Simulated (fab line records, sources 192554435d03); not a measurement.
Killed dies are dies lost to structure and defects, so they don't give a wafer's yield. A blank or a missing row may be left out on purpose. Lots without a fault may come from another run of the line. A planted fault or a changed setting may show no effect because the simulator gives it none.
Chamber matching | flow n5_finfet | N5_BEOL_M2_ALD_98 on ald_sin-04: 4 sister chambers
The step deposits SiO2, target thk 2.5 nm, pulse time 1 s, co reactant pulse time 1 s. 18 wafers are shown with their chamber, then 9 later ones without.

WAFERS WITH THEIR CHAMBER
wafer  | chamber | heater_power_w (W) | precursor_pulse_height_rel
L076.3 | 3       | 85                 | 0.994
L076.5 | 3       | 88                 | 1.019
L076.6 | 2       | 85                 | 1.000
L074.2 | 0       | 97                 | 1.021
L074.4 | 2       | 88                 | 0.992
L074.5 | 1       | 74                 | 1.051
L075.1 | 3       | 90                 | 1.012
L075.2 | 0       | 95                 | 0.973
L075.5 | 2       | 87                 | 1.045
L085.1 | 1       | 80                 | 1.017
L085.4 | 2       | 81                 | 1.021
L085.5 | 2       | 81                 | 0.974
L086.1 | 1       | 77                 | 0.999
L086.2 | 0       | 92                 | 0.963
L086.6 | 2       | 80                 | 0.990
L088.2 | 0       | 93                 | 0.992
L088.5 | 0       | 94                 | 0.999
L088.6 | 3       | 86                 | 1.026

SIGNATURES (means of the wafers above)
reading                    | chamber 0 | chamber 1 | chamber 2 | chamber 3 | scatter within a chamber
heater_power_w             | 94.20     | 77.00     | 83.67     | 87.25     | 2.76
precursor_pulse_height_rel | 0.98960   | 1.02233   | 1.00367   | 1.01275   | 0.0228
Rule: a wafer's distance from a chamber is the root of the sum, over the readings, of the square of ((its reading less the chamber's mean) divided by the reading's scatter). The wafer belongs to the nearest chamber; if the next one is less than 2 further off, it can't be placed. The scatter: the root of (the sum of the squares of (reading less its chamber's mean) over the shown wafers, divided by (wafers less chambers)).

WAFERS WITHOUT THEIR CHAMBER
wafer  | heater_power_w (W) | precursor_pulse_height_rel
L092.2 | 79                 | 1.002
L092.4 | 81                 | 1.001
L092.6 | 79                 | 0.995
L094.1 | 96                 | 1.027
L094.2 | 80                 | 0.988
L094.3 | 88                 | 1.021
L094.4 | 79                 | 0.993
L094.5 | 79                 | 0.990
L094.6 | 82                 | 1.008

WHICH CHAMBER EACH WENT THROUGH
wafer  | from the rows above          | in truth
L092.2 | can't be placed: 1 or 2 or 3 | 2
L092.4 | can't be placed: 2 or 1 or 3 | 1
L092.6 | can't be placed: 1 or 2 or 3 | 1
L094.1 | can't be placed: 0 or 3      | 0
L094.2 | can't be placed: 2 or 1 or 3 | 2
L094.3 | can't be placed: 3 or 2      | 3
L094.4 | can't be placed: 1 or 2 or 3 | 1
L094.5 | can't be placed: 1 or 2 or 3 | 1
L094.6 | can't be placed: 2 or 3 or 1 | 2
Placed correctly: 0 of 9. Can't be placed from these rows: 9 (the true chamber is among the candidates in 9). Placed wrongly: 0.
